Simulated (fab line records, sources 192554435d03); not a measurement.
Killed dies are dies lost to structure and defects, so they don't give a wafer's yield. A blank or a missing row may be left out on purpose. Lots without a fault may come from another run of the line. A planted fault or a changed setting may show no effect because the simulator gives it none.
Problem report in the 8D (eight disciplines) form, filled by code | flow n5_finfet | the parts of the form that need people (team, actions taken, sign-off) are left out

1. THE PROBLEM
rf_fwd_power_W at N5_DUMMY_GATE_ETCH_29 reads a mean of 1036 W on 2 wafers of 2 lots; wafers without a fault read 832 W with a standard deviation of 3.4. That is +60 standard deviations from the usual mean.
The step: etches underlayer in N2/H2, target depth 13 nm.
First seen on wafer L667.5, day 6 06:23, on rie_diel-02. The record holds 18 wafers of 6 lots with a number at this step. Rule for "out", or "out of limits": more than 4 standard deviations from the usual mean. The other wafers with a number count as sound.

2. WHAT IT IS AND WHAT IT IS NOT
question                    | is                       | is not
which readings at this step | rf_fwd_power_W, rf_vpp_V | drypump_motor_current_A, oes_product_au, showerhead_plenum_p_Torr
which lots                  | L667, L668               | L654, L657, L673, L675
which wafers of those lots  | L667.5, L668.1           | L667.4, L667.6, L668.3, L668.4
read on which tools         | rie_diel-02              | rie_diel-01, rie_diel-03
when                        | from day 6 06:23         | up to then (8 sound wafers); but 8 sound wafers of L668, L673, L675 came after

3. SUSPECTS, AND WHAT RULES EACH OUT
Counting: a tool at a process step up to the reading stays a suspect if it ran every lot that is out. Sound lots after the first of them don't rule it out here, since some wafers of a struck lot are sound.
- rie_diel-02 at N5_DUMMY_GATE_DESCUM_20 (chemistry O2, time 6.2 s): kept. It ran every lot that is out, first L667 (day 6 06:20); its last sound lot up to then is L657 (day 3 16:52).
- rie_diel-02 at N5_DUMMY_GATE_ETCH_29 (etches underlayer in N2/H2, target depth 13 nm): kept. It ran every lot that is out, first L667 (day 6 06:23); its last sound lot up to then is L657 (day 3 16:56). Its own readings are out on those wafers: rf_fwd_power_W, rf_vpp_V.
- Within rie_diel-02 at N5_DUMMY_GATE_DESCUM_20: the wafers that are out ran in chamber 1; their sound lot-mates ran in chambers 0, 2, 3.
- Within rie_diel-02 at N5_DUMMY_GATE_ETCH_29: the wafers that are out ran in chamber 1; their sound lot-mates ran in chambers 0, 2, 3.
Left after counting: rie_diel-02 at N5_DUMMY_GATE_DESCUM_20, rie_diel-02 at N5_DUMMY_GATE_ETCH_29.

4. THE CAUSE (what the simulator had put in)
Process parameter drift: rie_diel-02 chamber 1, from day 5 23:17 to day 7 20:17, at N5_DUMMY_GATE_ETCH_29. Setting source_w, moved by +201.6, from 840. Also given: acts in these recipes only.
Counting left 2 suspects, and this tool is among them.

5. THE CHAIN OF EFFECTS, in route order
Each row: a reading whose mean over the struck wafers that have a number lies more than 3 standard deviations from the usual. Only readings for which the record gives a usual standard deviation are gone through. hours: the time from each lot's start at the first step in this table that gives one to its start at this step, as a median over the lots. sigmas: the change in usual standard deviations.
hours | step                  | reading        | usual   | on struck wafers | change | sigmas
0     | N5_DUMMY_GATE_ETCH_29 | rf_fwd_power_W | 832 W   | 1036             | +204   | +60
0     | N5_DUMMY_GATE_ETCH_29 | rf_vpp_V       | 525.0 V | 487.1            | -37.9  | -16
The process steps in it:
- N5_DUMMY_GATE_ETCH_29: etches underlayer in N2/H2, target depth 13 nm.
Later measuring or inspecting steps at which every struck wafer that the step has a row for has a number for every such reading, and none has moved that far: N5_BEOL_M4_RC_MEAS_101.

6. WHAT WOULD HAVE CAUGHT IT SOONER
In this record the first reading out of limits was taken at day 6 06:23, 7 hours after the fault began at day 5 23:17.
